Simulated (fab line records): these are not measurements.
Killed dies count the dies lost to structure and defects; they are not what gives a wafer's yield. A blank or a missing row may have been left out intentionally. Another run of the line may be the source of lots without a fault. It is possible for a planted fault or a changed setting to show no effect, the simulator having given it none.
fab line records    flow nand_harc
[record] lots = 7  wafers = 21  last_day = 24
route steps=1159 shown A_M0@997
lots that met no fault: taken from a fault-free run of the same line
start_h: hours from the record's opening day to when the first of the lot's shown wafers began    wait_h: time in hours since the lot's previous step    " same as the row above    L1.1+2: a row that stands for several wafers    - no value, or no start given    * or withheld: withheld    < > ~ a bound
route shown NAME@n: a module of which the file shows steps, and the number in the route of the first    usual: mean and standard deviation over wafers with no fault    same: alike in all rows    chamber/n: place in a boat    sites: readings site by site    _std_site: how widely they spread, as a standard deviation    _edge_site: mean of outer sites minus mean of inner sites    radius_mm: how far each site lies from the wafer's centre    mask NAME#n: copy n    behind: the most recent tool/chamber to have shaped the wafer    hold: cause of the lot's hold/its duration in hours/its outcome    device: the n, p or np transistor that did not switch    end of line: the same wafers' tests at the end of the route    a step with no rows: only its recipe    killed: the dies lost at the first sort to structure and to defects; this is not the yield of the wafer    map: the dies of a wafer, with x for killed, . for not killed, _ for no die there
set.NAME: the setting that was run; set.NAME@STEP: the one run at that earlier step    model.NAME: the simulator's own value behind a step, which no gauge read
lots at some steps of the route; a table a step, a row a wafer
services: a tool's chamber out of use, with start hour (start_h, from the record's first day; less than 0 if before it), hours out, and reason
[[steps]]
[step NHARC_A_M0_COAT_33]
[recipe] temp_c = 200  time_s = 65
[step NHARC_A_M0_COAT_03]
[recipe] spin_rpm = 1500  resist_thk_nm = 90
[step NHARC_A_M0_SOFTBAKE_04]
[recipe] temp_c = 105  time_s = 55
[step NHARC_A_M0_EBR_05]
[step NHARC_A_M0_EXPOSE_06]
[recipe] na = 1.35  target_cd_nm = 80  dose_mj = 83.25  mask_id = A_M0
[step NHARC_A_M0_PEB_07]
[recipe] peb_temp_c = 100  peb_time_s = 65
[step NHARC_A_M0_DEVELOP_08]
[recipe] develop_time_s = 35  dev_temp_c = 23
[step NHARC_A_M0_CD_MEAS_09]
[recipe] target_cd_nm = 80  landing_energy_ev = 500
[usual] cd_nm = 80.2/0.79
lot.wafer  tool       chamber  start_h  wait_h  cd_nm
L960.3     cd_sem-02  0        401.31   -       80.3
L960.5     "          0        "        "       80.6
L960.6     "          0        "        "       79.7
L964.1     cd_sem-03  0        428.80   -       80.6
L964.3     "          0        "        "       80.5
L964.5     "          0        "        "       80.0
L967.2     cd_sem-01  0        460.83   -       80.1
L967.3     "          0        "        "       80.7
L967.6     "          0        "        "       80.5
L971.4     cd_sem-03  0        473.78   -       80.5
L971.5     "          0        "        "       82.3
L971.6     "          0        "        "       81.2
L970.2     cd_sem-01  0        474.68   -       80.2
L970.5     "          0        "        "       80.0
L970.6     "          0        "        "       80.6
L976.1     cd_sem-02  0        502.33   -       79.1
L976.3     "          0        "        "       79.7
L976.5     "          0        "        "       80.3
L980.3     cd_sem-02  0        535.64   -       79.4
L980.4     "          0        "        "       80.2
L980.6     "          0        "        "       80.5
[step NHARC_A_M0_OVL_MEAS_10]
[recipe] pitch_nm = 160
[usual] overlay_x_nm = -0.2/0.94  overlay_y_nm = 0.0/0.85
lot.wafer  tool        chamber  start_h  wait_h  overlay_x_nm  overlay_y_nm
L960.3     overlay-02  -        401.40   -       0.4           0.7
L960.5     "           -        "        "       0.2           0.9
L960.6     "           -        "        "       -0.3          0.3
L964.1     overlay-01  -        428.89   -       0.7           -0.5
L964.3     "           -        "        "       0.3           0.0
L964.5     "           -        "        "       0.7           0.3
L967.2     overlay-01  -        460.91   -       0.5           0.9
L967.3     "           -        "        "       0.3           1.6
L967.6     "           -        "        "       1.0           1.5
L971.4     overlay-02  -        473.88   -       1.0           -1.1
L971.5     "           -        "        "       1.0           -1.4
L971.6     "           -        "        "       1.3           -1.4
L970.2     overlay-02  -        474.77   -       -1.9          0.1
L970.5     "           -        "        "       -1.4          0.1
L970.6     "           -        "        "       -1.5          -0.1
L976.1     overlay-02  -        502.43   -       1.6           1.4
L976.3     "           -        "        "       1.6           2.0
L976.5     "           -        "        "       0.9           1.5
L980.3     overlay-02  -        535.72   -       -2.3          1.2
L980.4     "           -        "        "       -2.3          0.2
L980.6     "           -        "        "       -1.7          0.2
[step NHARC_A_M0_INSPECT_11]
[usual] raw_defect_count = 31/11
lot.wafer  tool               chamber  start_h  wait_h  raw_defect_count
L960.3     defect_inspect-02  -        401.43   0.0     25
L960.5     "                  -        "        "       41
L960.6     "                  -        "        "       32
L964.1     defect_inspect-02  -        428.93   0.0     27
L964.3     "                  -        "        "       22
L964.5     "                  -        "        "       24
L967.2     defect_inspect-02  -        460.95   0.0     23
L967.3     "                  -        "        "       36
L967.6     "                  -        "        "       37
L971.4     defect_inspect-02  -        473.91   0.0     54
L971.5     "                  -        "        "       48
L971.6     "                  -        "        "       44
L970.2     defect_inspect-01  -        474.80   0.0     24
L970.5     "                  -        "        "       29
L970.6     "                  -        "        "       38
L976.1     defect_inspect-02  -        502.47   0.0     32
L976.3     "                  -        "        "       36
L976.5     "                  -        "        "       37
L980.3     defect_inspect-02  -        535.76   0.0     41
L980.4     "                  -        "        "       38
L980.6     "                  -        "        "       42
[step NHARC_A_M0_DESCUM_14]
[recipe] time_s = 3  o2_flow_sccm = 200  ar_flow_sccm = 0  bias_power_w = 0  chemistry = O2
[usual] drypump_motor_current_A = 5.8/0.5  oes_product_au = 0.996/0.013  rf_vpp_V = 57.7/1  showerhead_plenum_p_Torr = 1.87/0.069  throttle_valve_pct = 11.310/0.0091
lot.wafer  tool         chamber  start_h  wait_h  drypump_motor_current_A  oes_product_au  rf_hours_counter_h  rf_vpp_V  showerhead_plenum_p_Torr  throttle_valve_pct
L960.3     rie_diel-09  0        401.52   0.1     5.7                      0.992           8                   57.0      1.86                      11.309
L960.6     "            1        "        "       6.7                      0.997           -                   59.3      1.80                      11.299
L960.5     "            2        "        "       6.5                      0.980           -                   58.7      1.84                      11.311
L964.3     rie_diel-05  0        428.99   0.1     5.2                      1.000           6                   59.2      2.02                      11.322
L964.1     "            2        "        "       6.2                      0.975           5                   56.6      1.88                      11.317
L964.5     "            0        "        "       5.2                      1.000           -                   59.2      2.02                      11.297
L967.3     rie_diel-05  1        461.03   0.1     5.5                      1.005           8                   57.0      1.86                      11.315
L967.2     "            2        "        "       6.2                      0.976           8                   57.3      1.88                      11.314
L967.6     "            0        "        "       5.2                      1.008           -                   58.9      2.01                      11.308
L971.4     rie_diel-05  1        473.97   0.1     5.5                      0.997           9                   57.7      1.86                      11.326
L971.5     "            1        "        "       5.5                      0.996           -                   59.9      1.86                      11.301
L971.6     "            2        "        "       6.2                      0.989           -                   58.8      1.88                      11.326
L970.2     rie_diel-01  1        474.89   0.1     5.6                      0.995           11                  58.0      1.81                      11.299
L970.5     "            2        "        "       6.2                      1.013           -                   58.4      1.97                      11.311
L970.6     "            3        "        "       5.4                      1.017           -                   57.4      1.91                      11.299
L976.3     rie_diel-09  3        502.53   0.1     5.2                      1.010           5                   58.7      1.79                      11.324
L976.1     "            1        "        "       6.7                      1.012           5                   56.6      1.80                      11.310
L976.5     "            3        "        "       5.2                      1.000           -                   56.1      1.79                      11.322
L980.4     rie_diel-05  0        535.83   0.1     5.3                      0.997           1                   57.7      2.01                      11.329
L980.3     "            2        "        "       6.2                      0.995           0                   58.5      1.88                      11.314
L980.6     "            0        "        "       5.3                      0.993           -                   59.0      2.01                      11.325
[step NHARC_A_M0_ETCH_34]
[recipe] target_depth_a = 400  overetch_a = 120  time_s = 43.94  ion_energy_ev = 200  n2_flow_sccm = 150  h2_flow_sccm = 150  ar_flow_sccm = 0  rf_w = 400  bias_w = 150  chemistry = N2/H2
[usual] bias_w = 150.0/0.43  chamber_pressure_mTorr = 30.00/0.035  drypump_motor_current_A = 5.8/0.51  h2_flow_sccm = 150.1/0.48  oes_product_au = 0.996/0.012  rf_vpp_V = 429.2/2.2  showerhead_plenum_p_Torr = 1.99/0.073  throttle_valve_pct = 14.172/0.0087
lot.wafer  tool         chamber  start_h  wait_h  bias_w  chamber_pressure_mTorr  drypump_motor_current_A  h2_flow_sccm  oes_product_au  rf_hours_counter_h  rf_vpp_V  showerhead_plenum_p_Torr  throttle_valve_pct
L960.3     rie_diel-09  1        401.58   0.1     150.1   30.01                   6.7                      150.4         1.011           9                   428.1     1.91                      14.160
L960.5     "            0        "        "       150.6   29.98                   5.7                      150.2         0.992           -                   430.7     1.98                      14.162
L960.6     "            1        "        "       149.5   29.99                   6.7                      150.1         1.017           -                   426.5     1.91                      14.182
L964.1     rie_diel-05  1        429.07   0.1     150.1   30.02                   5.5                      150.2         0.986           6                   428.7     1.98                      14.157
L964.3     "            0        "        "       150.4   30.02                   5.2                      149.4         1.005           6                   433.9     2.15                      14.181
L964.5     "            1        "        "       149.5   29.97                   5.5                      149.8         0.982           -                   429.3     1.98                      14.176
L967.2     rie_diel-05  2        461.10   0.1     149.3   30.05                   6.3                      150.1         0.980           8                   429.5     2.01                      14.180
L967.3     "            3        "        "       150.3   29.96                   6.0                      149.7         0.990           9                   429.2     1.98                      14.153
L967.6     "            1        "        "       150.0   30.03                   5.5                      150.8         0.999           -                   430.5     1.98                      14.161
L971.4     rie_diel-05  0        474.20   0.2     149.2   30.07                   5.2                      149.9         1.008           10                  432.4     2.15                      14.187
L971.6     "            2        "        "       150.0   29.99                   6.2                      149.7         0.986           -                   428.1     2.01                      14.179
L971.5     "            3        "        "       150.8   29.99                   6.1                      150.4         0.983           -                   426.8     1.98                      14.173
L970.2     rie_diel-01  1        474.95   0.1     150.4   29.98                   5.6                      151.0         1.002           11                  427.6     1.93                      14.175
L970.5     "            1        "        "       150.1   29.98                   5.6                      150.5         0.997           -                   427.9     1.93                      14.171
L970.6     "            2        "        "       149.7   29.98                   6.2                      150.2         1.008           -                   432.2     2.10                      14.165
L976.3     rie_diel-09  1        502.63   0.1     150.7   29.98                   6.7                      149.8         1.020           5                   425.4     1.91                      14.163
L976.1     "            2        "        "       150.2   29.98                   6.5                      150.2         0.986           5                   429.0     1.96                      14.167
L976.5     "            0        "        "       151.0   29.97                   5.7                      151.0         0.993           -                   428.9     1.98                      14.173
L980.4     rie_diel-05  3        535.90   0.1     150.1   30.01                   6.0                      148.9         1.004           1                   428.4     1.98                      14.178
L980.3     "            1        "        "       150.0   30.01                   5.5                      149.8         0.994           0                   429.2     1.98                      14.173
L980.6     "            3        "        "       150.2   29.99                   6.1                      149.2         0.993           -                   428.6     1.98                      14.180
[step NHARC_A_M0_ETCH_15]
[recipe] target_depth_a = 1500  overetch_a = 150  time_s = 82.5  c4f8_flow_sccm = withheld  ar_flow_sccm = 400  rf_w = 600  bias_w = 300  chemistry = C4F8/Ar
[usual] bias_w = 300.0/0.92  chamber_pressure_mTorr = 24.998/0.025  oes_product_au = 0.951/0.025  rf_vpp_V = 439.3/2.2
lot.wafer  tool         chamber  start_h  wait_h  bias_w  chamber_pressure_mTorr  oes_product_au  rf_hours_counter_h  rf_vpp_V
L960.3     rie_diel-09  3        401.69   -       298.9   25.005                  0.961           8                   437.2
L960.5     "            0        "        "       299.9   24.972                  0.967           -                   439.3
L960.6     "            1        "        "       299.5   24.992                  0.975           -                   438.3
L964.3     rie_diel-05  3        429.16   -       299.3   24.962                  0.962           6                   440.0
L964.1     "            2        "        "       298.2   25.019                  0.937           5                   439.9
L964.5     "            3        "        "       300.1   24.996                  0.970           -                   440.0
L967.2     rie_diel-05  0        461.19   -       -       -                       -               -                   -
L967.3     "            1        "        "       -       -                       -               -                   -
L967.6     "            0        "        "       -       -                       -               -                   -
L971.4     rie_diel-05  0        474.29   -       -       -                       -               -                   -
L971.5     "            2        "        "       -       -                       -               -                   -
L971.6     "            3        "        "       -       -                       -               -                   -
L970.2     rie_diel-01  1        475.04   -       -       -                       -               -                   -
L970.5     "            1        "        "       -       -                       -               -                   -
L970.6     "            2        "        "       -       -                       -               -                   -
L976.3     rie_diel-09  1        502.71   -       298.5   25.001                  0.997           5                   437.8
L976.1     "            2        "        "       300.0   24.985                  0.970           5                   438.0
L976.5     "            0        "        "       301.0   25.031                  0.949           -                   439.4
L980.4     rie_diel-05  2        535.99   -       298.7   24.987                  0.975           0                   440.5
L980.3     "            3        "        "       300.9   25.010                  0.959           1                   440.8
L980.6     "            3        "        "       301.6   25.003                  0.951           -                   438.1
[step NHARC_A_M0_CD_MEAS_16]
[usual] cd_nm = 80.2/1.3
lot.wafer  tool       chamber  start_h  wait_h  cd_nm
L960.3     cd_sem-02  -        401.80   -       80.0
L960.5     "          -        "        "       80.7
L960.6     "          -        "        "       81.8
L964.1     cd_sem-02  -        429.29   -       80.9
L964.3     "          -        "        "       82.3
L964.5     "          -        "        "       81.5
L967.2     cd_sem-02  -        461.32   -       79.6
L967.3     "          -        "        "       81.0
L967.6     "          -        "        "       81.3
L971.4     cd_sem-02  -        474.41   -       81.6
L971.5     "          -        "        "       81.9
L971.6     "          -        "        "       81.0
L970.2     cd_sem-03  -        475.17   -       79.9
L970.5     "          -        "        "       78.6
L970.6     "          -        "        "       80.0
L976.1     cd_sem-03  -        502.83   -       78.9
L976.3     "          -        "        "       79.5
L976.5     "          -        "        "       80.6
L980.3     cd_sem-01  -        536.13   -       79.6
L980.4     "          -        "        "       81.5
L980.6     "          -        "        "       80.9
[[services]]
tool         chamber  start_h  hours  kind
rie_diel-05  0        398.60   -      clean
rie_diel-05  1        398.60   -      clean
rie_diel-05  2        398.60   -      clean
rie_diel-05  3        398.60   -      clean
rie_diel-05  0        423.11   -      clean
rie_diel-05  1        423.11   -      clean
rie_diel-05  2        423.11   -      clean
rie_diel-05  3        423.11   -      clean
rie_diel-01  0        428.35   2.5    repair
rie_diel-09  -        431.10   9.0    pm
rie_diel-05  0        447.61   -      clean
rie_diel-05  1        447.61   -      clean
rie_diel-05  2        447.61   -      clean
rie_diel-05  3        447.61   -      clean
rie_diel-05  0        472.11   -      clean
rie_diel-05  1        472.11   -      clean
rie_diel-05  2        472.11   -      clean
rie_diel-05  3        472.11   -      clean
rie_diel-01  -        491.86   9.0    pm
rie_diel-05  0        496.61   -      clean
rie_diel-05  1        496.61   -      clean
rie_diel-05  -        517.60   9.0    pm
rie_diel-01  1        526.66   2.9    repair
rie_diel-01  3        527.39   5.3    repair
[[key]]
[first_sign] step = NHARC_A_M0_ETCH_15  reading = tool_record  direction = missing
effect none on later readings
met_at NHARC_A_M0_ETCH_15
struck_wafers L967.2,L967.3,L967.6,L970.2,L970.5,L970.6,L971.4,L971.5,L971.6
later_rows_left_out L967.2,L967.3,L967.6,L970.2,L970.5,L970.6,L971.4,L971.5,L971.6
sort_left_out L967.2,L967.3,L967.6,L970.2,L970.5,L970.6,L971.4,L971.5,L971.6
onset_between 429.16 461.19
[fault] kind = skipped_step_whole  tool = rie_diel-01,rie_diel-05  chamber = -  onset_h = 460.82  steps = NHARC_A_M0_ETCH_15  scope = struck_lots_only
// sort_left_out: the simulated sort isn't trusted on such a fault, so these wafers' sort isn't shown, and their yield isn't known
// later_rows_left_out: the simulator's readings of these wafers behind a module that went badly wrong aren't trusted and aren't shown, but for the sort
